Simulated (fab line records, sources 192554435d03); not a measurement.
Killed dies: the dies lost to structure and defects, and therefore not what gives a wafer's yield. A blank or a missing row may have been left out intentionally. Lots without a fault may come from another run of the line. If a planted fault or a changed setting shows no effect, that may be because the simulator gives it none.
Lot-split experiment + flow n5Finfet + route with 1938 steps; 7 lots, 21 wafers read

## ON THE SPLIT
At N5_BEOL_M3_COAT_61 (time 60 s, resist thk 60 nm), the setting spinRpm was moved away from the recipe's 1500 rpm on 10 of the 21 wafers read, by -9.3% to +8.5%. This setting was run at the recipe's value on the other wafers.

Reading taken at the split's own step.

## THE READING
SOC_of_BEOL_M3_COAT_61.thkNm (the simulator's own value, which no gauge read), in nm, at N5_BEOL_M3_COAT_61 (time 60 s, resist thk 60 nm). The file gives no usual value for it. The 11 wafers here that ran the recipe average 60.1 nm, standard deviation 0.13 nm.

| wafer  | tool, chamber at the split | spinRpm as run, rpm | against the recipe | SOC_of_BEOL_M3_COAT_61.thkNm, nm | against lot-mates on the recipe |
|--------|----------------------------|---------------------|--------------------|----------------------------------|---------------------------------|
| L075.2 | lithoTrack-05, 0           | 1556                | +3.7%              | 59.2                             | -0.8                            |
| L075.4 | lithoTrack-05, 0           | 1556                | +3.7%              | 59                               | -1.0                            |
| L075.6 | lithoTrack-05, 0           | 1500                | recipe             | 60                               | -                               |
| L085.2 | lithoTrack-05, 0           | 1360                | -9.3%              | 63                               | no lot-mate on the recipe       |
| L085.3 | lithoTrack-05, 0           | 1360                | -9.3%              | 63                               | no lot-mate on the recipe       |
| L085.5 | lithoTrack-05, 0           | 1360                | -9.3%              | 63.2                             | no lot-mate on the recipe       |
| L087.1 | lithoTrack-05, 0           | 1628                | +8.5%              | 57.8                             | no lot-mate on the recipe       |
| L087.2 | lithoTrack-05, 0           | 1628                | +8.5%              | 57.8                             | no lot-mate on the recipe       |
| L087.3 | lithoTrack-05, 0           | 1628                | +8.5%              | 57.8                             | no lot-mate on the recipe       |
| L092.2 | lithoTrack-05, 0           | 1500                | recipe             | 60                               | -                               |
| L092.5 | lithoTrack-05, 0           | 1500                | recipe             | 60.2                             | -                               |
| L092.6 | lithoTrack-05, 0           | 1500                | recipe             | 60.4                             | -                               |
| L093.1 | lithoTrack-01, 0           | 1500                | recipe             | 60.2                             | -                               |
| L093.4 | lithoTrack-01, 0           | 1394                | -7.1%              | 62.2                             | +2.0                            |
| L093.6 | lithoTrack-01, 0           | 1394                | -7.1%              | 62.4                             | +2.2                            |
| L097.1 | lithoTrack-05, 0           | 1500                | recipe             | 60.2                             | -                               |
| L097.2 | lithoTrack-05, 0           | 1500                | recipe             | 60.2                             | -                               |
| L097.4 | lithoTrack-05, 0           | 1500                | recipe             | 60.2                             | -                               |
| L094.2 | lithoTrack-03, 0           | 1500                | recipe             | 60                               | -                               |
| L094.4 | lithoTrack-03, 0           | 1500                | recipe             | 60                               | -                               |
| L094.6 | lithoTrack-03, 0           | 1500                | recipe             | 60                               | -                               |

THE FIT
A straight line over all 21 wafers: SOC_of_BEOL_M3_COAT_61.thkNm changes by -0.296 nm for each +1% of spinRpm; r = -1.00; the points scatter about the line by 0.14 nm.
The same after taking each lot's own level away (the mean of its wafers on the recipe; 15 wafers): -0.283 nm for each +1%; r = -0.99; scatter 0.11 nm.
On that fit, the largest move of spinRpm shifts the reading by 2.6 nm.
From 60.00 to 60.20 nm: that is the span of the lots' own levels, equal to 1.6 times the standard deviation above.
Consequently the slope shifts little with the lot-to-lot level, the two slopes agreeing.
Check: with one of the wafers moved furthest among these (-7.1%) left out of the fit, the line predicts +2.06 nm for it against its lot-mates. Against them it came out at +2 nm.

## ADDITIONAL SPLITS CARRIED BY THESE WAFERS
These wafers also went through other splits before the reading. Each is held against what the fit with the lots' levels taken away leaves over:
| other split on the same wafers   | wafers away from the commonest value | r with SOC_of_BEOL_M3_COAT_61.thkNm (lot level and that fit taken away) |
|----------------------------------|--------------------------------------|-------------------------------------------------------------------------|
| N5_BEOL_M0_SAQP_HM_DEP_111 timeS | 8                                    | +0.21                                                                   |
| N5_BEOL_M0_SAQP_COAT_105 spinRpm | 7                                    | -0.09                                                                   |
| N5_BEOL_M1_ILD_DEP_00 timeS      | 9                                    | -0.07                                                                   |
| N5_BEOL_M1_COAT_61 spinRpm       | 4                                    | -0.47                                                                   |
| N5_BEOL_M1_ETCH_70 timeS         | 9                                    | -0.16                                                                   |
| N5_BEOL_M2_ETCH_74 sourceW       | 4                                    | -0.13                                                                   |
| N5_BEOL_M2_COAT_67 spinRpm       | 5                                    | -0.11                                                                   |

## FILE'S OWN FIT
SOC_of_BEOL_M3_COAT_61.thkNm changes by -0.285 nm for each +1% of spinRpm, r = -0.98.
